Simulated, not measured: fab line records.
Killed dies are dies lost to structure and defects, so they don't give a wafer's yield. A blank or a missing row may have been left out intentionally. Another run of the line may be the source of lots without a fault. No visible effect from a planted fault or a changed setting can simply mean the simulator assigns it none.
A struck lot beside a sound one + flow nand_harc + 15 steps out of a route of 1302
Sound: these wafers, L765.2, L765.3, L765.6. Struck: wafers L778.3, L778.4 (left out: L778.5, a lot-mate that was not struck); the cause follows at the end.
For every step that has rows: the tool of each side, followed by ch and its chambers, followed by its first start. Under that, the readings that differ: sound wafers + struck wafers + difference of the means + sigmas: that difference in standard deviations of wafers without a fault.
alike: readings whose means differ by less than 2 such deviations, and words and numbers that are the same on both sides. not compared: withheld readings, readings that some wafer has no value for, bounds like >300 that may hide the same value, and numbers for which the record gives no deviation and whose values overlap.
The two part at a step that has a row with sigmas, a row that says differs or no value, or rows on one side only. Non-overlapping numbers with no deviation appear without sigmas and do not part them. A reading missing from all wafers of one side parts the sides only when that side holds two or more wafers.

first, 5 steps without rows for these wafers: NHARC_A_CHANNEL_HOLE_D2_SOFTBAKE_05 (time 55 s); NHARC_A_CHANNEL_HOLE_D2_EBR_06; NHARC_A_CHANNEL_HOLE_D2_EXPOSE_07 (exposes mask HOLE D2, target cd 100 nm); NHARC_A_CHANNEL_HOLE_D2_PEB_08 (peb time 65 s); NHARC_A_CHANNEL_HOLE_D2_DEVELOP_09 (develop time 35 s).
NHARC_A_CHANNEL_HOLE_D2_CD_MEAS_10 targets a cd of 100 nm.
  sound on cd_sem-02 ch 0, day 14 09:38; struck on cd_sem-03 ch 0, day 19 12:26
  alike: cd_nm
NHARC_A_CHANNEL_HOLE_D2_OVL_MEAS_11:
  sound on overlay-01 at day 14 09:43; struck on overlay-01 at day 19 12:31
  alike: overlay_x_nm, overlay_y_nm
NHARC_A_CHANNEL_HOLE_D2_INSPECT_12:
  sound on defect_inspect-01 at day 14 09:45; struck on defect_inspect-01 at day 19 12:33
  alike: raw_defect_count
NHARC_A_CHANNEL_HOLE_D2_DESCUM_15: chemistry O2, time 3 s.
  sound on rie_diel-12 ch 0,2,3, day 14 09:49; struck on rie_diel-02 ch 0, day 19 12:38
| reading                         | sound          | struck    | difference | sigmas |
|---------------------------------|----------------|-----------|------------|--------|
| showerhead_plenum_p_Torr (Torr) | 1.85 1.88 1.80 | 2.00 2.00 | +0.16      | +2     |
  alike: chamber_pressure_mTorr, drypump_motor_current_A, oes_product_au, rf_vpp_V, throttle_valve_pct
  not compared: rf_hours_counter_h
NHARC_A_CHANNEL_HOLE_D2_ETCH_38: etches the open film in CF4, target depth 39 nm, time 65 s.
  sound on rie_diel-12 ch 1,2,3, day 14 09:54; struck on rie_diel-02 ch 0,2, day 19 12:43
  alike: chamber_pressure_mTorr, drypump_motor_current_A, oes_product_au, rf_vpp_V, showerhead_plenum_p_Torr, throttle_valve_pct
  not compared: rf_hours_counter_h
NHARC_A_CHANNEL_HOLE_D2_ETCH_39: etches the open film in N2/H2, target depth 260 nm, time 325 s.
  sound: rie_diel-12 ch 1,2; struck: rie_diel-02 ch 0,3
  alike: chamber_pressure_mTorr, drypump_motor_current_A, oes_product_au, rf_vpp_V, showerhead_plenum_p_Torr, throttle_valve_pct
  not compared: rf_hours_counter_h
NHARC_A_CHANNEL_HOLE_D2_ETCH_34: etches the open film in CF4/CHF3, target depth 154 nm, time 77 s.
  sound: rie_diel-12 ch 0,2,3; struck: rie_diel-02 ch 0,2
  alike: chamber_pressure_mTorr, drypump_motor_current_A, oes_product_au, rf_vpp_V, showerhead_plenum_p_Torr, throttle_valve_pct
  not compared: rf_hours_counter_h
NHARC_A_CHANNEL_HOLE_D2_ETCH_16: etches the open film in O2/COS, target depth 3100 nm, time 806 s.
  sound on rie_diel-12 ch 0,3, day 14 10:20; struck on rie_diel-02 ch 3, day 19 13:19
| reading                        | sound                | struck        | difference | sigmas |
|--------------------------------|----------------------|---------------|------------|--------|
| chamber_pressure_mTorr (mTorr) | 20.033 20.001 20.043 | 19.983 20.000 | -0.034     | -2     |
| oes_product_au (a.u.)          | 0.995 0.991 0.990    | 0.804 0.800   | -0.190     | -24    |
  alike: drypump_motor_current_A, rf_vpp_V, showerhead_plenum_p_Torr, throttle_valve_pct
  not compared: rf_hours_counter_h
NHARC_A_CHANNEL_HOLE_D2_CD_MEAS_18:
  sound on cd_sem-01 at day 14 10:55; struck on cd_sem-01 at day 19 13:56
  alike: cd_nm
-- record jumps: 12 days between struck wafers' starts before vs after; left off in module A_CHANNEL_HOLE_D2, resumes in module END, first step shown is number 1302 of the route --
NHARC_END_SORT_01:
  here the record holds rows for the struck wafers (prober-02 ch 0, day 31 04:26) but none for the sound ones

WHERE THEY PART
First at NHARC_A_CHANNEL_HOLE_D2_DESCUM_15; last, within this record, at NHARC_END_SORT_01.

WHY: the cause the simulator had injected
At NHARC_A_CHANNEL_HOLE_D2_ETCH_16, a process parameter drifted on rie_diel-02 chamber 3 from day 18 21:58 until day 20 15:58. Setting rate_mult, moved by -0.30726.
